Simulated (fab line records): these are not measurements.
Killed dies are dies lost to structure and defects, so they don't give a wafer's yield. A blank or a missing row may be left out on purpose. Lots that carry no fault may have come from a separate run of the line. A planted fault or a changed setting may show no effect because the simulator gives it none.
The tool behind it: which one? | flow nand harc | 12 lots with 36 wafers sampled at 3 steps, on a route of 1159 steps

WHAT EACH GAUGE READ, for each wafer
NHARC_P_M0_THK_MEAS_24: measures by xrf.
lot  | measured     | on            | thk nm (nm)
L074 | day 6 08:02  | film metro-01 | 117.4 117.2 115.5
L078 | day 6 22:48  | film metro-01 | 116.1 118.5 116.0
L079 | day 7 00:35  | film metro-01 | 114.7 119.5 117.2
L081 | day 8 01:06  | film metro-02 | 118.0 117.5 116.8
L082 | day 8 02:22  | film metro-02 | 117.7 118.5 117.8
L086 | day 9 01:08  | film metro-02 | 116.7 115.8 119.0
L087 | day 9 01:58  | film metro-01 | 114.2 115.2 115.0
L090 | day 9 18:53  | film metro-02 | 116.8 114.8 116.8
L091 | day 10 01:27 | film metro-02 | 118.2 116.5 118.4
L093 | day 10 17:17 | film metro-02 | 117.9 115.3 118.0
L094 | day 10 22:41 | film metro-02 | 116.4 117.1 118.1
L097 | day 11 18:49 | film metro-01 | 115.4 120.9 118.7

WHICH TOOL RAN EACH LOT (tool, then ch and the chambers of the sampled wafers, then the start)
lot  | NHARC_P_M0_DEGAS_28          | NHARC_P_M0_PVD_20
L074 | pvd sputter-03, day 6 06:29  | pvd sputter-03, day 6 08:02 or earlier
L078 | pvd sputter-02, day 6 21:22  | pvd sputter-02, day 6 22:48 or earlier
L079 | pvd sputter-03, day 6 23:07  | pvd sputter-03, day 7 00:35 or earlier
L081 | pvd sputter-02, day 7 23:42  | pvd sputter-02, day 8 01:06 or earlier
L082 | pvd sputter-01, day 8 00:55  | pvd sputter-01, day 8 02:22 or earlier
L086 | pvd sputter-01, day 8 23:38  | pvd sputter-01, day 9 01:08 or earlier
L087 | pvd sputter-03, day 9 00:11  | pvd sputter-03, day 9 01:58 or earlier
L090 | pvd sputter-01, day 9 17:29  | pvd sputter-01, day 9 18:53 or earlier
L091 | pvd sputter-03, day 10 00:03 | pvd sputter-03, day 10 01:27 or earlier
L093 | pvd sputter-03, day 10 15:53 | pvd sputter-03, day 10 17:17 or earlier
L094 | pvd sputter-03, day 10 21:17 | pvd sputter-03, day 10 22:41 or earlier
L097 | pvd sputter-03, day 11 17:25 | pvd sputter-03, day 11 18:49 or earlier
- NHARC_P_M0_DEGAS_28: time 60 s.
- NHARC_P_M0_PVD_20: deposits TaN, target thk 5 nm, time 8.06 s.

THE ANSWER, worked out from the rows above alone
Rule: what is usual is taken from the lots themselves. Put in order of their means at a reading, lots are off if they are a third of the lots or fewer, leave a main group of 4 or more, and stand apart from it by a gap of 3 or more times the standard deviation of the main group's means; of several such gaps the widest counts. A main group is skipped when, at the precision printed for the reading in the tables above, its means are all equal. Also off: a lot with no number at a reading for which 4 or more lots have one. Where the step has rows for the other lots, those lots are counted as sound.
Nothing can be told from this: no lot is off at any reading shown.

WHAT THE SIMULATOR HAD PUT IN
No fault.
